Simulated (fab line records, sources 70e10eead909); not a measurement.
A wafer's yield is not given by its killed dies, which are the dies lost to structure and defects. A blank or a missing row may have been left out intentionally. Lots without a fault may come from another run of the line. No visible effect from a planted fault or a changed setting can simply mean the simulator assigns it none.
Chamber matching    flow nand-harc    4 sister chambers for NHARC_P_CONTACT_ALD_22 on ald-metal-04
The step deposits TiN, target thk 3 nm, pulse time 1 s, ald cycles 150. 8 wafers are shown with their chamber, then 12 later ones without.

## WAFERS, EACH WITH ITS CHAMBER
wafer   chamber  heater-power-w (W)  heater-power-outer-w (W)
L087.3  2        1285                731
L087.6  0        1133                690
L089.2  3        1035                664
L089.3  1        1175                666
L089.6  1        1174                674
L090.1  0        1127                706
L090.2  3        1033                663
L090.6  2        1252                773

## WAFERS MISSING THEIR CHAMBER
wafer   heater-power-w (W)  heater-power-outer-w (W)
L091.2  1049                669
L091.3  1170                692
L091.6  1121                674
L094.1  1123                682
L094.2  1151                710
L094.5  1090                706
L097.1  1200                677
L097.3  1118                699
L097.4  1218                766
L097.2  1100                692
L097.5  1214                696
L097.6  1239                760

## WHICH CHAMBER EACH WENT THROUGH
wafer    from the rows above       in truth
L091.2   3                         3
L091.3   can't be placed: 1 or 0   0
L091.6   0                         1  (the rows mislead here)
L094.1   0                         0
L094.2   can't be placed: 0 or 1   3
L094.5   can't be placed: 0 or 3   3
L097.1   1                         1
L097.3   0                         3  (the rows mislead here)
L097.4   2                         2
L097.2   0                         0
L097.5   1                         1
L097.6   2                         2
Correctly placed: 7 of 12. Can't be placed from these rows: 3 (the true chamber is among the candidates in 2). Placed wrongly: 2.
How it was worked out, from the rows above alone: a wafer's distance from a chamber is the root of the sum, over the readings, of the square of ((its reading less the chamber's mean) divided by the reading's scatter). If the next closest chamber is less than 2 further off than the closest, the wafer can't be placed; otherwise it belongs to the closest. Each chamber's mean is taken over the wafers shown for it. The scatter: the root of (the sum of the squares of (reading less its chamber's mean) over the shown wafers, divided by (wafers less chambers)).
